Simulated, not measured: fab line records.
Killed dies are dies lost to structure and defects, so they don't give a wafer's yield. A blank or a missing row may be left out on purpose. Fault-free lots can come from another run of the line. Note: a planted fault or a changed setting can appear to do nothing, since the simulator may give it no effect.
fab line records	flow nandHarc
record: lots: 24	wafers: 72	lastDay: 24
route steps=1159 shown P_BONDPAD@372 A_CHANNEL_HOLE_D1@451
lots untouched by any fault: they come from a run of this same line in which no faults occurred
startH: start of the lot's first displayed wafer, in hours after the record's first day	waitH: time in hours since the lot's previous step	" the same as in the row above	L1.1+2: a single row standing in for several wafers	- value missing, or start not given	* or withheld: withheld	< > ~ a bound
route shown NAME@n: a module of which the file shows steps, and the number in the route of the first	usual: mean and standard deviation over wafers with no fault	same: alike in all rows	chamber/n: place in a boat	sites: readings site by site	_std_site: standard deviation of those values	_edge_site: the outer-site mean with the inner-site mean subtracted	radiusMm: for every site, how far away it sits from the centre of the wafer	mask NAME#n: copy n	behind: the tool/chamber that last shaped the wafer	hold: why the lot was held/for how many hours/how that ended	device: whichever transistor did not switch (one of n, p or np)	end of line: tests of these same wafers at the route's end	a step with no rows: only its recipe	killed: count of dies lost to structure and defects at first sort (not the wafer's yield)	map: a wafer's dies, marking killed ones x, the rest . and places with no die _
set.NAME: the setting the step ran with; set.NAME@STEP: the setting that earlier step ran with	model.NAME: the simulator's own value behind a step, which no gauge read
the route's steps for a sample of lots (tables are steps, rows are wafers)
services: from which hour (startH, from the record's first day; less than 0 if before it) a tool's chamber was out of use, for how many hours, and why
== steps ==
step: NHARC_P_BONDPAD_ETCH_24
recipe: targetDepthA: 300	overEtchFrac: 0.3	timeS: 72.99	ionEnergyEv: 150	cf4FlowSccm: 50	n2FlowSccm: 100	arFlowSccm: 150	rfW: 300	biasW: 100	chemistry: CF4/N2
usual: drypumpMotorCurrentA: 5.8/0.33	oesProductAu: 0.999/0.019	rfVppV: 315.9/1.8	showerheadPlenumPTorr: 2.72/0.093	throttleValvePct: 19.795/0.008
same: overEtchFrac: 0.3
lot.wafer	tool	chamber	startH	waitH	drypumpMotorCurrentA	oesProductAu	rfHoursCounterH	rfVppV	showerheadPlenumPTorr	throttleValvePct
L074.1	rieDiel-13	1	-	-	5.6	1.034	2	316.0	2.74	19.793
L074.5	"	2	"	"	5.6	0.979	-	318.1	2.78	19.785
L074.6	"	3	"	"	6.4	0.990	-	317.1	2.80	19.796
L075.3	rieDiel-13	1	-	-	5.7	1.027	2	316.2	2.74	19.807
L075.4	"	2	"	"	5.6	0.975	2	314.8	2.77	19.787
L075.2	"	3	"	"	6.3	0.984	2	317.4	2.80	19.813
L076.2	rieDiel-13	2	-	-	5.6	0.972	2	316.5	2.77	19.787
L076.1	"	3	"	"	6.4	0.995	2	317.8	2.80	19.810
L076.4	"	0	"	"	6.0	0.984	2	315.7	2.76	19.793
L077.2	rieDiel-04	0	-	-	6.0	0.997	9	312.5	2.57	19.804
L077.3	"	1	"	"	5.8	0.999	9	317.8	2.83	19.795
L077.5	"	0	"	"	6.0	1.004	-	313.3	2.57	19.789
L078.3	rieDiel-13	1	-	-	5.7	1.026	3	315.2	2.74	19.801
L078.6	"	1	"	"	5.6	1.028	-	317.8	2.74	19.794
L078.5	"	2	"	"	5.6	0.984	-	316.0	2.77	19.792
L079.2	rieDiel-13	1	-	-	5.6	1.026	3	315.8	2.74	19.778
L079.3	"	2	"	"	5.6	0.988	3	317.1	2.77	19.799
L079.6	"	0	"	"	6.1	0.994	-	318.2	2.76	19.802
L080.2	rieDiel-13	3	167.84	0.1	6.4	0.992	5	315.5	2.80	19.792
L080.1	"	0	"	"	6.0	0.997	5	317.0	2.76	19.794
L080.6	"	0	"	"	6.0	1.002	-	316.4	2.76	19.815
L081.3	rieDiel-13	0	-	-	6.0	0.998	5	316.4	2.75	19.800
L081.2	"	3	"	"	6.3	0.998	5	317.0	2.80	19.813
L081.5	"	0	"	"	6.0	0.997	-	316.0	2.75	19.798
L082.3	rieDiel-13	3	-	-	6.4	0.983	6	317.5	2.80	19.788
L082.4	"	0	"	"	6.0	0.995	6	315.3	2.76	19.794
L082.6	"	3	"	"	6.3	0.990	-	317.1	2.80	19.800
L083.2	rieDiel-13	0	-	-	6.0	0.999	7	316.1	2.75	19.799
L083.6	"	3	"	"	6.4	0.990	-	317.6	2.80	19.807
L083.5	"	0	"	"	6.0	0.990	-	316.9	2.75	19.807
L084.1	rieDiel-13	3	-	-	6.4	0.980	7	315.9	2.80	19.779
L084.4	"	0	"	"	6.0	1.006	7	315.9	2.75	19.799
L084.5	"	0	"	"	6.0	0.988	-	315.9	2.75	19.800
L087.3	rieDiel-13	2	-	-	5.6	0.976	7	315.9	2.77	19.797
L087.2	"	0	"	"	6.1	1.000	9	316.2	2.75	19.815
L087.4	"	1	"	"	5.6	1.028	8	317.1	2.74	19.792
L085.3	rieDiel-05	2	-	-	5.7	1.004	10	317.2	2.78	19.794
L085.2	"	3	"	"	5.4	1.005	10	318.3	2.83	19.777
L085.6	"	2	"	"	5.7	1.007	-	318.2	2.78	19.790
L086.4	rieDiel-13	2	-	-	5.6	0.978	7	318.0	2.77	19.792
L086.3	"	3	"	"	6.4	0.992	8	317.8	2.80	19.809
L086.5	"	1	"	"	5.7	1.027	-	314.9	2.74	19.787
L088.4	rieDiel-13	1	-	-	5.7	1.041	8	317.0	2.74	19.798
L088.1	"	2	"	"	5.6	0.993	7	316.7	2.77	19.807
L088.5	"	1	"	"	5.7	1.031	-	315.1	2.74	19.794
L089.2	rieDiel-04	0	-	-	6.0	0.987	35	314.3	2.56	19.787
L089.3	"	1	"	"	5.8	0.994	38	318.3	2.82	19.789
L089.6	"	0	"	"	6.0	0.984	-	313.6	2.56	19.800
L090.3	rieDiel-05	1	-	-	5.4	1.017	15	313.6	2.60	19.802
L090.1	"	3	"	"	5.4	0.991	17	316.9	2.83	19.788
L090.5	"	1	"	"	5.4	1.004	-	313.6	2.60	19.792
L091.2	rieDiel-04	1	-	-	5.8	1.002	40	317.3	2.82	19.784
L091.3	"	2	"	"	5.5	1.010	40	313.1	2.59	19.793
L091.4	"	3	"	"	5.2	1.013	40	312.5	2.53	19.797
L092.1	rieDiel-05	1	-	-	5.4	1.009	20	313.9	2.60	19.801
L092.4	"	2	"	"	5.7	1.017	21	318.3	2.77	19.795
L092.2	"	0	"	"	5.6	0.997	18	311.8	2.51	19.799
L093.1	rieDiel-05	0	-	-	5.6	0.991	19	313.0	2.51	19.794
L093.6	"	3	"	"	5.4	0.988	-	317.9	2.83	19.805
L093.5	"	0	"	"	5.6	0.986	-	312.1	2.51	19.795
L094.4	rieDiel-13	3	-	-	6.4	0.982	12	317.1	2.79	19.803
L094.1	"	1	"	"	5.7	1.027	12	315.9	2.74	19.799
L094.6	"	3	"	"	6.4	0.982	-	316.1	2.79	19.783
L095.2	rieDiel-13	2	-	-	5.7	0.964	11	316.5	2.77	19.786
L095.3	"	0	"	"	6.1	0.996	14	316.8	2.75	19.781
L095.6	"	2	"	"	5.6	0.971	-	316.5	2.77	19.792
L097.3	rieDiel-13	1	-	-	5.6	1.027	14	316.1	2.74	19.800
L097.2	"	3	"	"	6.4	1.000	14	316.7	2.79	19.794
L097.5	"	0	"	"	6.0	0.998	-	316.5	2.75	19.801
L096.4	rieDiel-04	1	-	-	5.8	0.987	54	317.1	2.81	19.789
L096.3	"	2	"	"	5.5	0.988	54	313.2	2.58	19.788
L096.6	"	3	"	"	5.2	1.000	-	310.5	2.52	19.803
step: NHARC_P_BONDPAD_PRE_CLEAN_26
recipe: timeS: 30	tempC: 280	gas: H2/He
usual: heaterPowerW: 385/28
lot.wafer	tool	chamber	startH	waitH	heaterPowerW
L074.1	pvdSputter-02	-	-	-	376
L074.5	"	-	"	"	354
L074.6	"	-	"	"	391
L075.4	pvdSputter-02	-	-	-	358
L075.2	"	-	"	"	352
L075.3	"	-	"	"	405
L076.4	pvdSputter-02	-	-	-	361
L076.2	"	-	"	"	349
L076.1	"	-	"	"	383
L077.2	pvdSputter-02	-	-	-	355
L077.3	"	-	"	"	402
L077.5	"	-	"	"	417
L078.3	pvdSputter-02	-	-	-	403
L078.5	"	-	"	"	376
L078.6	"	-	"	"	358
L079.2	pvdSputter-02	-	-	-	365
L079.3	"	-	"	"	406
L079.6	"	-	"	"	379
L080.2	pvdSputter-01	-	-	-	434
L080.1	"	-	"	"	350
L080.6	"	-	"	"	437
L081.3	pvdSputter-03	-	-	-	391
L081.2	"	-	"	"	388
L081.5	"	-	"	"	432
L082.3	pvdSputter-03	-	-	-	381
L082.4	"	-	"	"	441
L082.6	"	-	"	"	380
L083.2	pvdSputter-02	-	-	-	414
L083.5	"	-	"	"	356
L083.6	"	-	"	"	371
L084.4	pvdSputter-02	-	-	-	363
L084.1	"	-	"	"	356
L084.5	"	-	"	"	362
L087.3	pvdSputter-01	-	-	-	353
L087.2	"	-	"	"	424
L087.4	"	-	"	"	435
L085.2	pvdSputter-02	-	-	-	363
L085.3	"	-	"	"	350
L085.6	"	-	"	"	350
L086.4	pvdSputter-01	-	-	-	368
L086.3	"	-	"	"	432
L086.5	"	-	"	"	348
L088.4	pvdSputter-02	-	-	-	358
L088.1	"	-	"	"	380
L088.5	"	-	"	"	350
L089.2	pvdSputter-02	-	-	-	369
L089.3	"	-	"	"	391
L089.6	"	-	"	"	378
L090.3	pvdSputter-02	-	-	-	390
L090.1	"	-	"	"	371
L090.5	"	-	"	"	371
L091.2	pvdSputter-02	-	-	-	359
L091.4	"	-	"	"	397
L091.3	"	-	"	"	372
L092.4	pvdSputter-01	-	-	-	429
L092.1	"	-	"	"	431
L092.2	"	-	"	"	405
L093.1	pvdSputter-03	-	-	-	424
L093.6	"	-	"	"	441
L093.5	"	-	"	"	430
L094.1	pvdSputter-01	-	-	-	425
L094.4	"	-	"	"	428
L094.6	"	-	"	"	421
L095.2	pvdSputter-02	-	-	-	372
L095.3	"	-	"	"	354
L095.6	"	-	"	"	349
L097.2	pvdSputter-02	-	-	-	359
L097.3	"	-	"	"	397
L097.5	"	-	"	"	355
L096.3	pvdSputter-01	-	-	-	355
L096.4	"	-	"	"	427
L096.6	"	-	"	"	396
step: NHARC_A_CHANNEL_HOLE_D1_DEP_01
recipe: targetThkA: 1400	targetThkNm: 140	tempC: 400	pressureTorr: 3.5	flowSccm: 200	rfW: 350	material: SiON
usual: heaterPowerW: 768/86
lot.wafer	tool	chamber	startH	waitH	heaterPowerW
L076.2	pecvd-04	2	179.74	1.3	869
L076.1	"	0	"	"	667
L076.4	"	0	"	"	674
L075.2	pecvd-04	2	180.58	1.3	859
L075.3	"	0	"	"	746
L075.4	"	1	"	"	796
L074.1	pecvd-04	1	181.71	1.7	859
L074.5	"	2	"	"	758
L074.6	"	0	"	"	687
L079.2	pecvd-04	2	193.62	1.3	838
L079.3	"	0	"	"	629
L079.6	"	0	"	"	654
L078.3	pecvd-04	2	193.83	1.0	739
L078.5	"	1	"	"	918
L078.6	"	2	"	"	748
L077.2	pecvd-02	2	194.30	1.3	818
L077.3	"	1	"	"	682
L077.5	"	2	"	"	774
L080.1	pecvd-04	1	211.08	1.6	863
L080.2	"	2	"	"	838
L080.6	"	0	"	"	733
L082.3	pecvd-01	1	211.74	1.0	856
L082.6	"	2	"	"	775
L082.4	"	0	"	"	752
L081.3	pecvd-04	2	213.01	1.0	742
L081.2	"	0	"	"	758
L081.5	"	2	"	"	745
L084.1	pecvd-04	1	230.75	1.7	751
L084.4	"	0	"	"	665
L084.5	"	1	"	"	784
L083.2	pecvd-01	1	231.24	1.3	799
L083.5	"	0	"	"	687
L083.6	"	1	"	"	792
L085.3	pecvd-01	2	252.71	1.0	830
L085.2	"	0	"	"	768
L085.6	"	0	"	"	617
L087.2	pecvd-04	0	253.81	1.3	723
L087.3	"	2	"	"	816
L087.4	"	0	"	"	708
L086.3	pecvd-02	2	254.66	1.0	895
L086.4	"	0	"	"	604
L086.5	"	1	"	"	691
L088.1	pecvd-04	1	255.55	1.6	761
L088.5	"	1	"	"	761
L088.4	"	2	"	"	813
L089.2	pecvd-02	2	267.10	1.3	907
L089.3	"	1	"	"	688
L089.6	"	2	"	"	925
L091.3	pecvd-04	1	273.21	1.0	799
L091.2	"	2	"	"	758
L091.4	"	2	"	"	768
L090.3	pecvd-01	2	274.65	1.0	776
L090.1	"	0	"	"	735
L090.5	"	2	"	"	785
L093.1	pecvd-04	0	281.34	1.6	728
L093.5	"	1	"	"	868
L093.6	"	2	"	"	849
L094.1	pecvd-02	1	281.37	1.7	636
L094.4	"	2	"	"	826
L094.6	"	0	"	"	676
L092.2	pecvd-01	2	281.46	1.4	789
L092.1	"	1	"	"	843
L092.4	"	0	"	"	623
L095.3	pecvd-01	0	298.30	1.0	740
L095.2	"	1	"	"	901
L095.6	"	2	"	"	822
L096.3	pecvd-02	0	310.90	1.0	725
L096.6	"	1	"	"	637
L096.4	"	0	"	"	575
L097.3	pecvd-02	2	311.45	1.0	757
L097.2	"	1	"	"	660
L097.5	"	2	"	"	754
step: NHARC_A_CHANNEL_HOLE_D1_INSPECT_12
usual: rawDefectCount: 5.7/2.9
lot.wafer	tool	chamber	startH	waitH	rawDefectCount
L076.1	defectInspect-01	-	180.59	0.0	7
L076.2	"	-	"	"	1
L076.4	"	-	"	"	4
L075.2	defectInspect-02	-	181.40	0.0	10
L075.3	"	-	"	"	8
L075.4	"	-	"	"	11
L074.1	defectInspect-01	-	182.38	0.0	4
L074.5	"	-	"	"	7
L074.6	"	-	"	"	5
L079.2	defectInspect-02	-	194.43	0.0	2
L079.3	"	-	"	"	5
L079.6	"	-	"	"	6
L078.3	defectInspect-01	-	194.65	0.0	7
L078.5	"	-	"	"	12
L078.6	"	-	"	"	8
L077.2	defectInspect-01	-	195.16	0.1	6
L077.3	"	-	"	"	4
L077.5	"	-	"	"	2
L080.1	defectInspect-01	-	211.92	0.0	8
L080.2	"	-	"	"	7
L080.6	"	-	"	"	6
L082.3	defectInspect-01	-	212.49	0.0	5
L082.4	"	-	"	"	2
L082.6	"	-	"	"	8
L081.2	defectInspect-01	-	213.83	0.0	4
L081.3	"	-	"	"	13
L081.5	"	-	"	"	4
L084.1	defectInspect-02	-	231.54	0.0	5
L084.4	"	-	"	"	9
L084.5	"	-	"	"	5
L083.2	defectInspect-01	-	232.07	0.0	3
L083.5	"	-	"	"	2
L083.6	"	-	"	"	9
L085.2	defectInspect-02	-	253.53	0.0	4
L085.3	"	-	"	"	3
L085.6	"	-	"	"	5
L087.2	defectInspect-01	-	254.66	0.0	5
L087.3	"	-	"	"	7
L087.4	"	-	"	"	6
L086.3	defectInspect-01	-	255.45	0.0	5
L086.4	"	-	"	"	3
L086.5	"	-	"	"	7
L088.1	defectInspect-02	-	256.24	0.0	7
L088.4	"	-	"	"	4
L088.5	"	-	"	"	7
L089.2	defectInspect-02	-	267.95	0.0	3
L089.3	"	-	"	"	3
L089.6	"	-	"	"	1
L091.2	defectInspect-01	-	274.03	0.0	5
L091.3	"	-	"	"	4
L091.4	"	-	"	"	6
L090.1	defectInspect-02	-	275.37	0.0	4
L090.3	"	-	"	"	8
L090.5	"	-	"	"	4
L094.1	defectInspect-01	-	282.17	0.0	6
L094.4	"	-	"	"	9
L094.6	"	-	"	"	6
L093.1	defectInspect-01	-	282.31	0.0	6
L093.5	"	-	"	"	8
L093.6	"	-	"	"	2
L092.1	defectInspect-02	-	282.47	0.0	6
L092.2	"	-	"	"	4
L092.4	"	-	"	"	6
L095.2	defectInspect-01	-	299.12	0.0	6
L095.3	"	-	"	"	3
L095.6	"	-	"	"	6
L096.3	defectInspect-01	-	311.56	0.0	2
L096.4	"	-	"	"	6
L096.6	"	-	"	"	5
L097.2	defectInspect-01	-	316.27	0.0	6
L097.3	"	-	"	"	3
L097.5	"	-	"	"	2
step: NHARC_A_CHANNEL_HOLE_D1_DESCUM_15
recipe: timeS: 3	o2FlowSccm: 200	arFlowSccm: 0	biasPowerW: 0	chemistry: O2
usual: drypumpMotorCurrentA: 5.6/0.37	oesProductAu: 1.001/0.015	rfVppV: 57.9/0.92	showerheadPlenumPTorr: 1.94/0.068	throttleValvePct: 11.311/0.0085
same: biasPowerW: 0
lot.wafer	tool	chamber	startH	waitH	drypumpMotorCurrentA	oesProductAu	rfHoursCounterH	rfVppV	showerheadPlenumPTorr	throttleValvePct
L076.4	rieDiel-02	0	180.66	0.1	5.7	0.992	1	58.5	2.01	11.307
L076.2	"	1	"	"	6.1	1.001	1	57.1	1.88	11.319
L076.1	"	2	"	"	5.6	1.001	1	57.6	1.84	11.314
L075.3	rieDiel-03	3	181.46	0.1	5.8	0.992	10	57.5	1.98	11.307
L075.2	"	0	"	"	5.5	0.998	9	57.1	2.00	11.325
L075.4	"	2	"	"	5.9	0.986	10	57.5	1.95	11.313
L074.1	rieDiel-02	0	182.44	0.1	5.7	1.003	2	57.1	2.01	11.316
L074.5	"	0	"	"	5.7	1.003	-	59.5	2.01	11.321
L074.6	"	1	"	"	6.1	1.007	-	57.0	1.88	11.311
L079.2	rieDiel-12	3	194.50	0.1	5.4	1.028	11	57.8	1.87	11.291
L079.3	"	1	"	"	5.5	1.005	11	55.8	1.92	11.309
L079.6	"	2	"	"	4.9	1.007	-	58.7	2.05	11.312
L078.3	rieDiel-03	2	194.72	0.1	5.9	0.989	11	58.3	1.95	11.306
L078.5	"	1	"	"	5.6	1.022	-	58.2	2.05	11.325
L078.6	"	2	"	"	5.8	0.997	-	57.2	1.95	11.316
L077.2	rieDiel-02	3	195.23	0.1	4.8	0.988	3	57.3	1.89	11.320
L077.3	"	1	"	"	6.1	0.992	3	59.0	1.88	11.310
L077.5	"	2	"	"	5.6	1.007	-	57.8	1.84	11.315
L080.1	rieDiel-12	2	211.98	0.1	4.9	0.996	0	59.3	2.05	11.326
L080.2	"	0	"	"	5.9	0.992	0	57.4	1.87	11.322
L080.6	"	3	"	"	5.4	1.013	-	58.1	1.87	11.302
L082.4	rieDiel-03	0	212.55	0.1	5.4	0.995	11	58.4	2.00	11.314
L082.3	"	2	"	"	5.9	0.975	12	58.6	1.95	11.327
L082.6	"	0	"	"	5.5	0.995	-	59.0	2.00	11.315
L081.3	rieDiel-02	1	213.90	0.1	6.1	0.999	4	58.0	1.88	11.305
L081.2	"	3	"	"	4.8	0.996	4	58.0	1.89	11.314
L081.5	"	0	"	"	5.7	1.011	-	58.6	2.01	11.300
L084.1	rieDiel-03	2	231.60	0.1	5.9	1.006	0	57.1	1.95	11.303
L084.4	"	0	"	"	5.4	0.971	0	56.7	1.99	11.301
L084.5	"	3	"	"	5.8	0.995	-	58.7	1.98	11.317
L083.2	rieDiel-02	0	232.13	0.1	5.8	1.008	6	58.4	2.01	11.318
L083.6	"	0	"	"	5.8	1.002	-	59.4	2.01	11.311
L083.5	"	1	"	"	6.1	0.997	-	58.4	1.88	11.306
L085.2	rieDiel-12	1	253.61	0.1	5.5	1.018	1	57.0	1.92	11.300
L085.3	"	2	"	"	4.9	0.998	2	58.4	2.05	11.318
L085.6	"	0	"	"	5.9	0.972	-	57.4	1.87	11.302
L087.3	rieDiel-03	3	254.72	0.1	5.8	0.986	2	57.4	1.98	11.308
L087.2	"	0	"	"	5.4	0.961	2	57.8	1.99	11.322
L087.4	"	1	"	"	5.6	1.023	2	58.8	2.05	11.315
L086.3	rieDiel-12	3	255.52	0.1	5.4	1.012	2	57.6	1.87	11.301
L086.4	"	0	"	"	5.9	0.991	2	57.8	1.87	11.313
L086.5	"	3	"	"	5.4	1.017	-	57.4	1.87	11.310
L088.4	rieDiel-03	0	256.31	0.1	5.5	0.978	3	57.0	1.99	11.308
L088.1	"	2	"	"	5.9	0.992	2	58.2	1.95	11.296
L088.5	"	0	"	"	5.5	0.967	-	57.6	1.99	11.301
L089.3	rieDiel-12	3	268.01	0.1	5.4	1.024	3	59.4	1.87	11.305
L089.2	"	1	"	"	5.5	1.025	3	55.7	1.92	11.305
L089.6	"	3	"	"	5.4	1.016	-	57.3	1.87	11.310
L091.2	rieDiel-03	2	274.14	0.1	5.9	1.002	4	58.4	1.95	11.315
L091.4	"	0	"	"	5.4	0.964	5	57.2	1.99	11.305
L091.3	"	1	"	"	5.6	1.018	4	58.7	2.05	11.309
L090.1	rieDiel-12	1	275.44	0.1	5.5	1.017	4	59.4	1.92	11.306
L090.3	"	3	"	"	5.5	1.018	3	57.0	1.87	11.301
L090.5	"	1	"	"	5.5	1.015	-	57.2	1.92	11.318
L094.1	rieDiel-12	0	282.24	0.1	5.9	0.995	4	57.7	1.87	11.307
L094.4	"	1	"	"	5.5	1.024	4	57.7	1.92	11.312
L094.6	"	0	"	"	5.9	1.005	-	58.5	1.87	11.323
L093.1	rieDiel-03	2	282.38	0.1	5.8	0.995	5	59.0	1.95	11.304
L093.6	"	1	"	"	5.5	1.025	-	58.7	2.05	11.315
L093.5	"	2	"	"	5.9	1.000	-	55.9	1.95	11.310
L092.4	rieDiel-03	2	282.53	0.1	5.8	0.993	5	57.6	1.95	11.311
L092.2	"	0	"	"	5.4	0.970	5	57.9	1.99	11.313
L092.1	"	1	"	"	5.6	1.019	5	58.5	2.05	11.321
L095.2	rieDiel-02	1	299.20	0.1	6.1	0.990	10	59.0	1.88	11.305
L095.3	"	1	"	"	6.1	1.001	-	57.4	1.88	11.302
L095.6	"	3	"	"	4.8	1.021	-	57.5	1.89	11.322
L096.3	rieDiel-12	1	311.65	0.1	5.5	1.014	5	59.3	1.92	11.309
L096.4	"	2	"	"	4.9	0.996	5	58.2	2.05	11.321
L096.6	"	3	"	"	5.4	1.012	-	58.5	1.87	11.308
L097.3	rieDiel-02	3	316.34	0.1	4.8	1.026	11	56.9	1.88	11.312
L097.2	"	1	"	"	6.1	0.990	13	56.4	1.88	11.324
L097.5	"	2	"	"	5.6	1.012	-	57.2	1.84	11.319
step: NHARC_A_CHANNEL_HOLE_D1_ETCH_24
recipe: biasV: 5000	sourceW: withheld	pressureMtorr: 20	timeS: 906.2	arFlowSccm: 375	c4f8FlowSccm: 93.8	o2FlowSccm: 31.2	tempC: -20	targetDepthA: 15000	chemistry: C4F8/O2/Ar
usual: drypumpMotorCurrentA: 5.9/0.5	heBacksideLeakSccm: 5.6/0.73	showerheadPlenumPTorr: 3.69/0.1	throttleValvePct: 32.234/0.0078
lot.wafer	tool	chamber	startH	waitH	drypumpMotorCurrentA	heBacksideLeakSccm	rfHoursCounterH	showerheadPlenumPTorr	throttleValvePct
L076.2	harEtch-02	1	183.94	0.6	5.9	5.8	102	3.63	32.231
L076.1	"	0	"	"	6.2	4.8	102	3.61	32.233
L076.4	"	0	"	"	6.2	4.9	-	3.61	32.235
L075.2	harEtch-01	1	184.77	0.6	4.9	6.5	190	3.82	32.238
L075.4	"	1	"	"	4.9	6.5	-	3.82	32.230
L075.3	"	0	"	"	6.3	5.4	-	3.82	32.215
L074.1	harEtch-02	0	188.22	0.6	6.2	5.0	106	3.61	32.235
L074.6	"	1	"	"	6.0	5.6	-	3.63	32.226
L074.5	"	0	"	"	6.2	5.0	-	3.61	32.225
L079.2	harEtch-02	1	197.82	0.6	6.0	5.9	111	3.63	32.248
L079.3	"	0	"	"	6.2	5.1	-	3.61	32.247
L079.6	"	0	"	"	6.2	4.9	-	3.61	32.234
L078.3	harEtch-01	1	198.40	0.6	4.9	5.8	-	3.82	32.232
L078.5	"	0	"	"	6.3	5.4	-	3.82	32.232
L078.6	"	1	"	"	4.9	6.6	-	3.82	32.238
L077.2	harEtch-02	1	202.12	0.6	6.0	5.7	115	3.63	32.214
L077.3	"	0	"	"	6.2	5.2	-	3.61	32.241
L077.5	"	0	"	"	6.2	5.1	-	3.60	32.225
L080.2	harEtch-01	0	215.29	0.6	6.3	5.5	203	3.81	32.237
L080.1	"	1	"	"	4.9	6.8	203	3.81	32.228
L080.6	"	1	"	"	5.0	6.3	-	3.81	32.235
L082.4	harEtch-02	1	216.12	0.6	6.0	5.5	-	3.62	32.233
L082.3	"	0	"	"	6.2	5.1	-	3.60	32.249
L082.6	"	1	"	"	5.9	5.6	-	3.62	32.225
L081.2	harEtch-01	1	219.57	0.6	4.9	6.7	207	3.81	32.241
L081.3	"	0	"	"	6.3	5.4	-	3.81	32.238
L081.5	"	0	"	"	6.3	5.3	-	3.81	32.231
L084.1	harEtch-02	0	235.04	0.6	6.2	4.9	126	3.60	32.233
L084.4	"	1	"	"	6.0	5.8	-	3.62	32.237
L084.5	"	1	"	"	6.0	5.8	-	3.62	32.241
L083.2	harEtch-01	0	235.45	0.6	6.3	5.6	213	3.81	32.229
L083.6	"	0	"	"	6.3	5.5	-	3.81	32.235
L083.5	"	1	"	"	4.9	6.7	-	3.81	32.235
L085.2	harEtch-02	0	256.90	0.6	6.2	5.2	134	3.60	32.222
L085.3	"	0	"	"	6.2	5.0	-	3.60	32.226
L085.6	"	1	"	"	6.0	5.1	-	3.62	32.233
L087.2	harEtch-01	1	258.04	0.6	4.9	6.5	222	3.80	32.246
L087.4	"	1	"	"	4.9	6.6	-	3.80	32.227
L087.3	"	0	"	"	6.3	5.4	-	3.80	32.231
L086.4	harEtch-02	1	261.32	0.6	6.0	5.6	-	3.61	32.231
L086.3	"	0	"	"	6.2	5.1	-	3.59	32.238
L086.5	"	0	"	"	6.2	4.8	-	3.59	32.239
L088.1	harEtch-01	0	262.33	0.6	6.3	5.9	226	3.80	32.238
L088.4	"	1	"	"	4.9	6.1	-	3.80	32.242
L088.5	"	0	"	"	6.3	5.6	-	3.80	32.231
L089.2	harEtch-02	0	271.33	0.6	6.2	5.1	144	3.59	32.226
L089.3	"	1	"	"	6.0	5.7	-	3.61	32.237
L089.6	"	1	"	"	6.0	5.6	-	3.61	32.223
L091.2	harEtch-01	1	278.34	0.6	5.0	6.6	233	3.80	32.218
L091.4	"	0	"	"	6.3	5.4	-	3.80	32.241
L091.3	"	1	"	"	4.9	6.1	-	3.80	32.233
L090.1	harEtch-02	0	278.75	0.6	6.2	5.4	149	3.59	32.241
L090.3	"	0	"	"	6.2	5.1	-	3.59	32.232
L090.5	"	1	"	"	6.0	5.9	-	3.61	32.229
L094.1	harEtch-01	1	285.66	0.6	5.0	6.3	237	3.79	32.222
L094.4	"	1	"	"	4.9	6.8	-	3.79	32.235
L094.6	"	1	"	"	4.9	6.2	-	3.79	32.230
L093.1	harEtch-02	0	285.97	0.6	6.2	5.0	153	3.59	32.234
L093.5	"	1	"	"	6.0	5.9	-	3.61	32.252
L093.6	"	0	"	"	6.2	5.1	-	3.59	32.248
L092.1	harEtch-01	0	289.70	0.6	6.3	5.6	241	3.79	32.231
L092.2	"	1	"	"	4.9	6.3	241	3.79	32.246
L092.4	"	1	"	"	4.9	6.2	-	3.79	32.244
L095.2	harEtch-02	1	303.23	0.6	6.0	6.0	157	3.60	32.243
L095.3	"	0	"	"	6.2	4.9	-	3.58	32.245
L095.6	"	1	"	"	6.0	6.0	-	3.60	32.239
L096.3	harEtch-02	1	315.20	0.6	6.0	5.9	-	3.60	32.217
L096.4	"	0	"	"	6.2	5.2	-	3.58	32.222
L096.6	"	0	"	"	6.2	5.2	-	3.58	32.236
L097.2	harEtch-02	0	320.92	0.6	6.2	5.2	171	3.58	32.239
L097.3	"	1	"	"	6.0	5.7	-	3.60	32.249
L097.5	"	0	"	"	6.2	5.2	-	3.58	32.239
== services ==
tool	chamber	startH	hours	kind
rieDiel-02	1	113.43	1.4	repair
rieDiel-03	0	132.94	2.5	repair
rieDiel-12	0	143.87	17.7	repair
rieDiel-13	3	146.36	1.2	repair
rieDiel-02	-	150.80	9.0	pm
rieDiel-13	2	160.93	7.9	repair
rieDiel-02	1	161.31	1.3	repair
rieDiel-02	3	175.92	1.8	repair
pecvd-04	-	195.32	13.0	pm
rieDiel-12	-	202.40	9.0	pm
pvdSputter-02	-	206.51	0.8	repair
pvdSputter-02	-	214.01	10.0	pm
rieDiel-03	-	215.30	9.0	pm
rieDiel-02	3	217.44	7.6	repair
pecvd-04	-	229.70	0.8	repair
rieDiel-03	-	234.95	1.7	repair
rieDiel-12	-	235.82	0.7	repair
pecvd-04	-	240.67	0.9	repair
rieDiel-03	1	258.24	4.5	repair
rieDiel-03	0	274.18	7.9	repair
rieDiel-13	-	276.00	9.0	pm
rieDiel-13	3	287.12	8.5	repair
harEtch-01	-	305.17	17.0	pm
rieDiel-03	2	312.41	6.7	repair
== key ==
fault none
